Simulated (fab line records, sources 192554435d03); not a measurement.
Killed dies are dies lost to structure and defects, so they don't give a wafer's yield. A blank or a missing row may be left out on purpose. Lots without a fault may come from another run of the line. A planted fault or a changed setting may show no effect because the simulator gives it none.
Which tool did it? | flow n5_finfet | 11 lots, 33 wafers sampled, at 5 steps of a route of 1938

WHAT THE GAUGES READ, wafer by wafer
N5_BEOL_M11_CD_MEAS_35: target cd 70 nm.
lot  | measured     | on        | cd_nm (nm)
L149 | day 11 00:43 | cd_sem-01 | 69.7 69.8 69.5
L148 | day 11 00:43 | cd_sem-03 | 69.7 70.2 68.8
L150 | day 11 00:16 | cd_sem-01 | 70.5 71.1 70.6
L151 | day 11 14:40 | cd_sem-02 | 69.4 69.4 68.4
L152 | day 11 18:52 | cd_sem-01 | 68.5 69.1 69.6
L154 | day 12 09:47 | cd_sem-03 | 70.9 70.0 71.1
L158 | day 12 18:13 | cd_sem-02 | 69.2 69.7 69.8
L160 | day 13 22:28 | cd_sem-02 | 71.1 71.1 70.9
L169 | day 16 08:38 | cd_sem-03 | 71.6 69.7 71.5
L171 | day 16 10:35 | cd_sem-02 | 71.2 69.6 71.0
L170 | day 16 10:50 | cd_sem-01 | 71.5 70.2 69.8

N5_BEOL_M12_THK_MEAS_01.
lot  | measured     | on            | M12_ILD_THK (nm)
L149 | day 11 03:31 | film_metro-01 | 654 655 668
L148 | day 11 03:45 | film_metro-01 | 656 659 658
L150 | day 11 02:50 | film_metro-01 | 654 664 662
L151 | day 11 17:23 | film_metro-02 | 646 652 661
L152 | day 11 21:32 | film_metro-02 | 640 641 655
L154 | day 12 12:31 | film_metro-02 | 658 685 668
L158 | day 12 21:22 | film_metro-02 | 666 651 673
L160 | day 14 01:11 | film_metro-02 | 653 657 663
L169 | day 16 11:01 | film_metro-01 | 651 656 663
L171 | day 16 12:56 | film_metro-02 | 655 651 659
L170 | day 16 13:28 | film_metro-02 | 647 654 658

WHICH TOOL RAN EACH LOT (tool, then ch and the chambers of the sampled wafers, then the start)
lot  | N5_BEOL_M11_PECVD_70            | N5_BEOL_M11_SURFACE_TREAT_76 | N5_BEOL_M11_CMP_52
L149 | pecvd-01 ch 0,2, day 10 17:49   | pvd_sputter-03, day 11 01:31 | cmp-04 ch 0,2, day 11 02:55
L148 | pecvd-03 ch 0,1,2, day 10 19:52 | pvd_sputter-02, day 11 01:38 | cmp-04 ch 0,2,3, day 11 03:13
L150 | pecvd-01 ch 0,2, day 10 20:20   | pvd_sputter-03, day 11 01:06 | cmp-04 ch 0,1,2, day 11 02:20
L151 | pecvd-03 ch 0,1,2, day 11 10:38 | pvd_sputter-03, day 11 15:56 | cmp-04 ch 0,2,3, day 11 16:48
L152 | pecvd-01 ch 0,2, day 11 14:47   | pvd_sputter-01, day 11 19:55 | cmp-03 ch 1,2,3, day 11 20:56
L154 | pecvd-02 ch 0,1, day 12 00:26   | pvd_sputter-01, day 12 11:02 | cmp-04 ch 1,3, day 12 11:53
L158 | pecvd-02 ch 0,1, day 12 14:04   | pvd_sputter-02, day 12 19:32 | cmp-04 ch 1,2,3, day 12 20:43
L160 | pecvd-01 ch 0,2, day 13 16:44   | pvd_sputter-01, day 13 23:15 | cmp-04 ch 0,2,3, day 14 00:37
L169 | pecvd-01 ch 0,1, day 16 04:35   | pvd_sputter-03, day 16 09:33 | cmp-01 ch 1,2,3, day 16 10:25
L171 | pecvd-03 ch 0,2, day 16 05:37   | pvd_sputter-03, day 16 11:27 | cmp-04 ch 0,3, day 16 12:17
L170 | pecvd-01 ch 1, day 16 06:32     | pvd_sputter-03, day 16 11:45 | cmp-01 ch 2,3, day 16 12:47
- N5_BEOL_M11_PECVD_70: deposits SiO2 from TEOS/O2, target thk 20 nm, time 22.7 s.
- N5_BEOL_M11_SURFACE_TREAT_76
- N5_BEOL_M11_CMP_52: polishes, stops on SiCOH lowk, t overpolish 7 s, target thk 140 nm.

WHAT THE TOOLS THEMSELVES READ (means of the sampled wafers that have a number; where no wafer has one, the mark that the record gives instead)
N5_BEOL_M11_PECVD_70.
lot  | tool     | heater_power_w (W) | showerhead_plenum_p_Torr (Torr) | throttle_valve_pct (%)
L149 | pecvd-01 | 600                | 8.77                            | 21.9
L148 | pecvd-03 | 725                | 8.77                            | 22.8
L150 | pecvd-01 | 639                | 8.77                            | 21.5
L151 | pecvd-03 | 727                | 8.77                            | 23.0
L152 | pecvd-01 | 604                | 8.81                            | 21.6
L154 | pecvd-02 | 831                | 8.81                            | 22.0
L158 | pecvd-02 | 721                | 8.80                            | 22.7
L160 | pecvd-01 | 559                | 8.78                            | 21.8
L169 | pecvd-01 | 614                | 8.82                            | 21.7
L171 | pecvd-03 | 698                | 8.75                            | 23.9
L170 | pecvd-01 | 638                | 8.84                            | 22.2

N5_BEOL_M11_SURFACE_TREAT_76.
lot  | tool           | ar_flow_sccm (sccm)
L149 | pvd_sputter-03 | 30.05
L148 | pvd_sputter-02 | 29.91
L150 | pvd_sputter-03 | 30.14
L151 | pvd_sputter-03 | 30.02
L152 | pvd_sputter-01 | 30.03
L154 | pvd_sputter-01 | 29.99
L158 | pvd_sputter-02 | 30.12
L160 | pvd_sputter-01 | 29.91
L169 | pvd_sputter-03 | 30.01
L171 | pvd_sputter-03 | 29.90
L170 | pvd_sputter-03 | 29.99

N5_BEOL_M11_CMP_52.
lot  | tool   | barrier_field_endpoint_s (s) | edge_zone_pressure_frac | motor_current_A (A) | overpolish_run_s (s) | slurry_flow_ml_min
L149 | cmp-04 | 27.9                         | 1.005                   | 5.7                 | 7.000                | 149.7
L148 | cmp-04 | 29.5                         | 1.003                   | 6.2                 | 7.007                | 150.1
L150 | cmp-04 | 27.9                         | 0.999                   | 5.6                 | 7.006                | 150.1
L151 | cmp-04 | 29.0                         | 0.997                   | 6.0                 | 6.999                | 149.7
L152 | cmp-03 | 28.9                         | 0.995                   | 6.4                 | 6.991                | 149.8
L154 | cmp-04 | 29.8                         | 1.002                   | 6.2                 | 7.003                | 150.4
L158 | cmp-04 | 28.5                         | 0.997                   | 5.9                 | 7.007                | 150.0
L160 | cmp-04 | 27.9                         | 0.999                   | 6.1                 | 7.002                | 150.1
L169 | cmp-01 | 37.0                         | 0.996                   | 6.2                 | 6.106                | 150.1
L171 | cmp-04 | 28.9                         | 1.004                   | 5.8                 | 7.004                | 150.0
L170 | cmp-01 | 36.9                         | 1.000                   | 6.5                 | 6.268                | 150.3

THE ANSWER, worked out from the rows above alone
Rule: what is usual is taken from the lots themselves. Put in order of their means at a reading, lots are off if they are a third of the lots or fewer, leave a main group of 4 or more, and stand apart from it by a gap of 3 or more times the standard deviation of the main group's means; of several such gaps the widest counts. A main group whose means are all the same, to the digits that the tables above print for the reading, isn't used. A lot without any number at a reading at which 4 lots or more have one is off too. The other lots that the step has rows for count as sound. The gauges are gone through in route order, then the tools' own readings, and for those a lot's mean is taken as printed above. The first step at which some lot is off is used, and at that step the reading that is off furthest; a lot without a number counts as furthest.
Off: L169, L170, at N5_BEOL_M11_CMP_52 (overpolish_run_s). The main group: mean 7.002 s, standard deviation 0.0048.
A tool fits if, at that step or a process step before it, it ran every lot that is off, and no sound lot after the first of them. Can't be told from this: 2 tools fit, pecvd-01 at N5_BEOL_M11_PECVD_70, cmp-01 at N5_BEOL_M11_CMP_52.

WHAT THE SIMULATOR HAD PUT IN
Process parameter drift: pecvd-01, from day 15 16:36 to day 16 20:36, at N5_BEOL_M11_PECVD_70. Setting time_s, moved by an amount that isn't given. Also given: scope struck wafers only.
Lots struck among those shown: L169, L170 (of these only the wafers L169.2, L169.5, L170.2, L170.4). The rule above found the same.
